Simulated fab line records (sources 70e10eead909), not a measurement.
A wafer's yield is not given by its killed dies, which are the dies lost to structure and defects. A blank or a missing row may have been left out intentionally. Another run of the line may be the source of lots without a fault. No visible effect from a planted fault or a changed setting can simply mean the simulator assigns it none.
Struck lot and sound lot, side by side -- flow nand harc -- 14 out of 1302 route steps
Sound: wafers L300.1, L300.3, L300.6. Wafers L294.1, L294.2, L294.5 were the ones struck. At the end, the cause is stated.
Each step with rows lists, per side, the tool, then ch with its chambers, then its first start. Under that, the readings that differ: sound wafers -- struck wafers -- difference of the means -- sigmas: that difference in standard deviations of wafers without a fault.
alike: readings with means less than 2 such deviations apart, plus words and numbers identical on both sides. not compared: withheld readings, readings lacking a value on some wafer, bounds such as >300 that could conceal the same value, and numbers that have no deviation in the record and whose values overlap.
A row with sigmas, a row that says differs or no value, or rows on one side alone: a step with any of these is where the two part. Non-overlapping numbers with no deviation appear without sigmas and do not part them. A reading missing from all wafers of one side parts the sides only when that side holds two or more wafers.

first, 5 steps without rows for these wafers: NHARC_A_STAIRCASE_EBR_285; NHARC_A_STAIRCASE_EXPOSE_286 (exposes mask CHOP 100); NHARC_A_STAIRCASE_PEB_287 (peb time 130 s); NHARC_A_STAIRCASE_DEVELOP_288 (time 140 s); NHARC_A_STAIRCASE_HARDBAKE_290 (time 140 s).
NHARC_A_STAIRCASE_DESCUM_291: chemistry O2, time 3 s.
  sound on rie diel-13 ch 0,2,3, day 23 07:41; struck on rie diel-13 ch 0,1,3, day 21 15:05
  alike: drypump motor current A, oes product au, rf vpp V, showerhead plenum p Torr, throttle valve pct
  not compared: rf hours counter h
NHARC_A_STAIRCASE_ETCH_292: etches the open film in CF4/CHF3.
  sound on rie diel-13 ch 1,2, day 23 07:46; struck on rie diel-13 ch 1,2, day 21 15:10
reading,sound,struck,difference,sigmas
oes product au (a.u.),0.983 0.981 0.990,0.922 0.930 0.917,-0.062,-3
  alike: drypump motor current A, rf vpp V, showerhead plenum p Torr, throttle valve pct
  not compared: rf hours counter h
NHARC_A_STAIRCASE_HM_OPEN_460: chemistry O2/COS.
  sound: rie diel-13 ch 0,2,3; struck: rie diel-13 ch 0,2,3
reading,sound,struck,difference,sigmas
oes product au (a.u.),1.005 0.997 1.001,0.985 0.984 0.991,-0.014,-2
  alike: drypump motor current A, rf vpp V, showerhead plenum p Torr, throttle valve pct
  not compared: rf hours counter h
then, 1 step without rows for these wafers: NHARC_A_STAIRCASE_STRIP_461 (strips in O2/COS).
NHARC_A_STAIRCASE_ETCH_452: etches the open film in CF4/O2, target depth 30 nm, overetch 3 nm, time 16.5 s.
  sound: rie diel-13 ch 1,2; struck: rie diel-13 ch 1,2
reading,sound,struck,difference,sigmas
oes product au (a.u.),1.005 1.009 1.014,0.991 1.002 0.994,-0.014,-2
  alike: drypump motor current A, oes_f_703_au, rf vpp V, showerhead plenum p Torr, throttle valve pct
  not compared: rf hours counter h
NHARC_A_STAIRCASE_ETCH_294: etches the open film in C4F8/O2/Ar, target depth 4989 nm, time 1211.6 s.
  sound: rie diel-13 ch 0,1,3; struck: rie diel-13 ch 1,2
  alike: oes product au, rf vpp V
  not compared: rf hours counter h
NHARC_A_STAIRCASE_STRIP_295: strips in O2.
  sound on rie diel-13 ch 1,3, day 23 09:06; struck on rie diel-13 ch 0,1,2, day 21 16:30
  no value came back on the struck wafers for any of 7 readings (bias w (W), chamber pressure mTorr (mTorr) and others); on the sound wafers bias w (W) reads 0 0 0
  not compared: rf hours counter h
then, 1 step without rows for these wafers: NHARC_A_STAIRCASE_STRIP_296 (strips in SPM, time 900 s).
-- break in the record here, with 8 days between the starts of the struck wafers on either side (left off in module A_STAIRCASE, picked up again in module END, where the first step shown is number 1302 on the route) --
NHARC_END_SORT_01:
  sound on prober-02 ch 0, day 30 19:14; struck on prober-01 ch 0, day 29 11:36
reading,sound,struck,difference,sigmas
killed at array,67 60 59,27 21,-38,-2
killed dies,71 63 61,31 23,-38,-2
  alike: killed at other, killed at periphery, killed open, killed short

== WHERE THEY PART ==
Earliest at NHARC_A_STAIRCASE_ETCH_292; latest, in this record, at NHARC_END_SORT_01.

WHY: what had been put in by the simulator
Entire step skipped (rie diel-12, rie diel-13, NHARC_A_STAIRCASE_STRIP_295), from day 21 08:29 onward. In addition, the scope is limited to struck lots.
